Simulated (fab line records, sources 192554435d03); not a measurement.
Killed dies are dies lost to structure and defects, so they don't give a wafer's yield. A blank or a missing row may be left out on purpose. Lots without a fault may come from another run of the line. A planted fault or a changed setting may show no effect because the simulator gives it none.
Which tool did it? | flow n5_finfet | 9 lots, 26 wafers sampled, at 8 steps of a route of 1938

WHAT THE GAUGES READ, wafer by wafer
N5_BEOL_M4_RC_MEAS_101. Usual: DIBL_N 36.3 mV/V, standard deviation 1.6; DIBL_P 36.5 mV/V, standard deviation 1.6; IOFF_N 0.163 nA/um, standard deviation 0.026; IOFF_P 0.22 nA/um, standard deviation 0.033; ION_N 676 uA/um, standard deviation 9.9; ION_P 464 uA/um, standard deviation 6.5; SS_N 71.5 mV/dec, standard deviation 0.5; SS_P 73.3 mV/dec, standard deviation 0.64; VT_N 249.3 mV, standard deviation 2.9; VT_P -250 mV, standard deviation 3.2.
lot  | measured     | on        | DIBL_N (mV/V)  | DIBL_P (mV/V)  | IOFF_N (nA/um)    | IOFF_P (nA/um) | ION_N (uA/um) | ION_P (uA/um) | SS_N (mV/dec)  | SS_P (mV/dec)  | VT_N (mV)         | VT_P (mV)      | flag
L547 | day 8 10:20  | prober-02 | 32.9 35.1 33.6 | 32.6 35.7 34.0 | 0.114 0.150 0.129 | 0.14 0.19 0.16 | 671 669 661   | 458 462 452   | 70.9 71.1 71.8 | 72.6 74.1 72.5 | 255.4 249.7 252.2 | -259 -252 -254 |
L551 | day 9 14:32  | prober-01 | 36.8 37.4 37.0 | 37.1 37.5 37.0 | 0.165 0.176 0.153 | 0.22 0.24 0.22 | 687 699 674   | 468 479 462   | 71.1 71.5 71.9 | 72.8 73.6 73.2 | 247.6 247.3 249.2 | -248 -248 -251 |
L556 | day 10 18:48 | prober-02 | 38.9 39.4 39.1 | 37.9 38.2 37.9 | 0.218 0.235 0.222 | 0.28 0.28 0.28 | 683 689 696   | 474 469 473   | 72.0 72.1 72.5 | 73.7 74.2 73.8 | 246.9 242.8 244.2 | -247 -246 -245 |
L557 | day 11 14:51 | prober-02 | 36.0 37.0      | 36.5 37.3      | 0.165 0.172       | 0.22 0.23      | 677 678       | 463 465       | 70.5 71.0      | 73.2 73.6      | 250.0 248.6       | -248 -249      |
L558 | day 11 17:46 | prober-01 | 35.7 33.8 35.4 | 35.7 33.9 36.0 | 0.159 0.133 0.158 | 0.22 0.20 0.23 | 679 664 672   | 465 467 460   | 71.2 70.5 71.8 | 73.0 72.6 73.0 | 248.4 249.7 250.1 | -249 -249 -248 |
L561 | day 12 06:45 | prober-02 | 37.3 36.9 36.6 | 36.9 36.7 36.5 | 0.188 0.187 0.175 | 0.22 0.22 0.21 | 682 675 680   | 458 459 461   | 72.1 72.5 72.1 | 73.1 73.4 72.7 | 246.8 244.9 248.3 | -248 -250 -249 |
L566 | day 13 19:29 | prober-01 | 33.9 34.3 34.3 | 34.1 34.0 33.9 | 0.123 0.123 0.128 | 0.21 0.20 0.21 | 676 665 663   | 477 459 467   | 71.4 71.0 71.2 | 72.4 73.1 72.2 | 255.8 254.4 256.5 | -246 -248 -247 |
L568 | day 13 21:23 | prober-01 | 35.9 35.8 35.9 | 35.8 36.3 36.1 | 0.146 0.143 0.152 | 0.20 0.20 0.20 | 667 671 675   | 459 467 462   | 71.0 71.2 71.4 | 73.1 73.1 72.5 | 253.6 250.4 251.3 | -251 -253 -254 |
L570 | day 14 08:29 | prober-01 | 36.3 36.5 38.5 | 35.8 35.5 39.0 | 0.173 0.165 0.217 | 0.24 0.23 0.30 | 681 671 696   | 463 462 473   | 71.5 72.0 72.0 | 73.2 74.0 74.1 | 246.1 247.7 243.8 | -246 -246 -245 |

N5_BEOL_M5_CD_MEAS_18: pitch 56 nm, target cd 28 nm. Usual: cd_nm 28.12 nm, standard deviation 0.26.
lot  | measured     | on        | cd_nm (nm)        | flag
L547 | day 8 14:52  | cd_sem-01 | 27.94 27.64 28.32 |
L551 | day 9 19:07  | cd_sem-02 | 28.64 28.33 28.04 |
L556 | day 10 21:56 | cd_sem-01 | - 28.23 -         |
L557 | day 11 17:58 | cd_sem-01 | 28.07 -           |
L558 | day 11 21:53 | cd_sem-03 | 28.40 28.37 -     |
L561 | day 12 10:38 | cd_sem-03 | 27.95 28.48 28.33 |
L566 | day 14 01:05 | cd_sem-02 | 27.84 27.89 28.00 |
L568 | day 14 01:20 | cd_sem-02 | 27.84 28.06 28.18 |
L570 | day 14 11:22 | cd_sem-01 | 28.00 27.90 28.52 |

N5_BEOL_M5_INSPECT_30: inspects for defects (brightfield). Usual: raw_defect_count 378, standard deviation 96.
lot  | measured     | on                | raw_defect_count | flag
L547 | day 8 17:32  | defect_inspect-02 | 225 326 219      |
L551 | day 9 22:21  | defect_inspect-01 | 496 386 307      |
L556 | day 10 22:37 | defect_inspect-02 | 498 547 366      |
L557 | day 11 19:42 | defect_inspect-01 | 540 567          |
L558 | day 12 00:46 | defect_inspect-02 | 244 421 336      |
L561 | day 12 13:07 | defect_inspect-01 | 373 507 622      |
L566 | day 14 03:31 | defect_inspect-01 | 450 404 356      |
L568 | day 14 03:28 | defect_inspect-02 | 357 347 426      |
L570 | day 14 12:35 | defect_inspect-02 | 553 423 400      |

N5_BEOL_M5_OCD_MEAS_38. Usual: trench_depth_nm 71.6 nm, standard deviation 1.1.
lot  | measured     | on     | trench_depth_nm (nm) | flag
L547 | day 8 18:15  | ocd-02 | 73.0 73.0 72.8       |
L551 | day 9 22:48  | ocd-01 | 71.3 70.6 70.1       |
L556 | day 10 23:56 | ocd-01 | - 72.4 -             |
L557 | day 11 20:10 | ocd-01 | 71.3 -               |
L558 | day 12 01:20 | ocd-02 | 74.5 73.7 -          |
L561 | day 12 13:34 | ocd-02 | 72.6 71.5 71.1       |
L566 | day 14 04:16 | ocd-02 | 70.3 70.1 70.6       |
L568 | day 14 04:11 | ocd-02 | 72.9 72.0 73.5       |
L570 | day 14 13:02 | ocd-02 | 72.3 70.1 72.1       |

WHICH TOOL RAN EACH LOT (tool, then ch and the chambers of the sampled wafers, then the start)
lot  | N5_BEOL_M4_PRE_CLEAN_60          | N5_BEOL_M5_CURE_79            | N5_BEOL_M5_ETCH_62                 | N5_BEOL_M5_HM_OPEN_17
L547 | cvd_co-02 ch 0,1,2, day 8 10:04  | uv_cure-01 ch 1, day 8 11:22  | rie_diel-05 ch 0,2,3, day 8 14:28  | rie_metal-02 ch 0,1, day 8 14:38
L551 | cvd_co-02 ch 0,1,2, day 9 13:55  | uv_cure-03 ch 0, day 9 15:24  | rie_diel-05 ch 1,2, day 9 18:46    | rie_metal-03 ch 0,1, day 9 18:58
L556 | cvd_co-01 ch 0,2, day 10 18:22   | uv_cure-03 ch 2, day 10 19:44 | rie_diel-05 ch 0,1,3, day 10 21:35 | rie_metal-01 ch 0,1, day 10 21:45
L557 | cvd_co-02 ch 0,2, day 11 14:08   | uv_cure-01 ch 2, day 11 15:43 | rie_diel-05 ch 0,3, day 11 17:28   | rie_metal-01 ch 0,1, day 11 17:40
L558 | cvd_co-02 ch 1,2, day 11 17:29   | uv_cure-03 ch 2, day 11 18:47 | rie_diel-05 ch 1,2, day 11 21:32   | rie_metal-02 ch 1, day 11 21:41
L561 | cvd_co-02 ch 0,2, day 12 06:28   | uv_cure-01 ch 0, day 12 07:48 | rie_diel-02 ch 0,2, day 12 10:17   | rie_metal-02 ch 0,1, day 12 10:27
L566 | cvd_co-02 ch 1,2, day 13 18:54   | uv_cure-01 ch 2, day 13 20:31 | rie_diel-02 ch 0,2,3, day 14 00:32 | rie_metal-03 ch 1, day 14 00:46
L568 | cvd_co-02 ch 0,1,2, day 13 20:57 | uv_cure-02 ch 0, day 13 22:29 | rie_diel-06 ch 1,3, day 14 00:53   | rie_metal-01 ch 0,1, day 14 01:07
L570 | cvd_co-01 ch 0,1, day 14 08:10   | uv_cure-01 ch 0, day 14 09:30 | rie_diel-05 ch 0,1,3, day 14 11:01 | rie_metal-01 ch 1, day 14 11:11
- N5_BEOL_M4_PRE_CLEAN_60: time 15 s.
- N5_BEOL_M5_CURE_79: cures SiCOH lowk, time 240 s.
- N5_BEOL_M5_ETCH_62: etches SOC in N2/H2, target depth 75 nm, overetch 15 nm, time 112.5 s.
- N5_BEOL_M5_HM_OPEN_17: chemistry Cl2/BCl3, target TiN, target depth 20 nm, overetch 6 nm.

WHAT THE TOOLS THEMSELVES READ (means of the sampled wafers that have a number; where no wafer has one, the mark that the record gives instead)
N5_BEOL_M4_PRE_CLEAN_60. Usual: heater_power_w 88 W, standard deviation 14.
lot  | tool      | heater_power_w (W) | flag
L547 | cvd_co-02 | 91                 |
L551 | cvd_co-02 | 89                 |
L556 | cvd_co-01 | 60                 |
L557 | cvd_co-02 | 92                 |
L558 | cvd_co-02 | 89                 |
L561 | cvd_co-02 | 93                 |
L566 | cvd_co-02 | 89                 |
L568 | cvd_co-02 | 92                 |
L570 | cvd_co-01 | 94                 |

N5_BEOL_M5_CURE_79. Usual: lamp_power_pct 52.31 %, standard deviation 0.055; wafer_temp_C_max 386.6, standard deviation 0.54.
lot  | tool       | lamp_power_pct (%) | wafer_temp_C_max | flag
L547 | uv_cure-01 | 52.31              | 386.4            |
L551 | uv_cure-03 | 52.31              | 386.4            |
L556 | uv_cure-03 | 52.37              | 386.8            |
L557 | uv_cure-01 | 52.29              | 386.4            |
L558 | uv_cure-03 | 52.32              | 386.5            |
L561 | uv_cure-01 | 52.38              | 386.4            |
L566 | uv_cure-01 | 52.34              | 386.3            |
L568 | uv_cure-02 | 52.30              | 386.4            |
L570 | uv_cure-01 | 52.33              | 386.4            |

N5_BEOL_M5_ETCH_62. Usual: drypump_motor_current_A 5.7 A, standard deviation 0.35; oes_product_au 0.62 a.u., standard deviation 0.061; rf_vpp_V 523.7 V, standard deviation 2.8; showerhead_plenum_p_Torr 2.54 Torr, standard deviation 0.098; throttle_valve_pct 17.83 %, standard deviation 0.26.
lot  | tool        | drypump_motor_current_A (A) | oes_product_au (a.u.) | rf_vpp_V (V) | showerhead_plenum_p_Torr (Torr) | throttle_valve_pct (%) | flag
L547 | rie_diel-05 | 5.9                         | 0.63                  | 524.7        | 2.55                            | 17.71                  |
L551 | rie_diel-05 | 5.5                         | 0.65                  | 524.2        | 2.53                            | 17.67                  |
L556 | rie_diel-05 | 5.7                         | 0.59                  | 521.9        | 2.50                            | 17.78                  |
L557 | rie_diel-05 | 5.8                         | 0.59                  | 523.2        | 2.50                            | 17.81                  |
L558 | rie_diel-05 | 5.5                         | 0.61                  | 523.1        | 2.53                            | 17.69                  |
L561 | rie_diel-02 | 5.4                         | 0.69                  | 523.6        | 2.54                            | 17.52                  |
L566 | rie_diel-02 | 5.5                         | 0.62                  | 522.7        | 2.52                            | 17.72                  |
L568 | rie_diel-06 | 5.5                         | 0.66                  | 524.8        | 2.57                            | 17.67                  |
L570 | rie_diel-05 | 5.6                         | 0.63                  | 522.0        | 2.49                            | 17.82                  |

N5_BEOL_M5_HM_OPEN_17. Usual: drypump_motor_current_A 5.8 A, standard deviation 0.35; oes_product_au 0.68 a.u., standard deviation 0.093; throttle_valve_pct 22.18 %, standard deviation 0.16.
lot  | tool         | drypump_motor_current_A (A) | oes_product_au (a.u.) | throttle_valve_pct (%) | flag
L547 | rie_metal-02 | 5.6                         | 0.76                  | 22.25                  |
L551 | rie_metal-03 | 5.6                         | 0.72                  | 22.13                  |
L556 | rie_metal-01 | 6.2                         | 0.41                  | 22.49                  |
L557 | rie_metal-01 | 6.2                         | 0.48                  | 22.38                  |
L558 | rie_metal-02 | 5.7                         | 0.64                  | 22.37                  |
L561 | rie_metal-02 | 5.4                         | 0.66                  | 22.35                  |
L566 | rie_metal-03 | 5.6                         | 0.72                  | 22.07                  |
L568 | rie_metal-01 | 6.2                         | 0.66                  | 22.03                  |
L570 | rie_metal-01 | 6.2                         | 0.52                  | 22.12                  |

THE ANSWER, worked out from the rows above alone
Rule: a lot is off if the mean of its wafers that have a number lies more than 3 standard deviations from the usual mean. A lot without any number at a reading at which 4 lots or more have one is off too. The other lots that the step has rows for count as sound. The gauges are gone through in route order, then the tools' own readings, and for those a lot's mean is taken as printed above. The first step at which some lot is off is used, and at that step the reading that is off furthest; a lot without a number counts as furthest.
No lot is off at any reading shown: from this, nothing can be told.

WHAT THE SIMULATOR HAD PUT IN
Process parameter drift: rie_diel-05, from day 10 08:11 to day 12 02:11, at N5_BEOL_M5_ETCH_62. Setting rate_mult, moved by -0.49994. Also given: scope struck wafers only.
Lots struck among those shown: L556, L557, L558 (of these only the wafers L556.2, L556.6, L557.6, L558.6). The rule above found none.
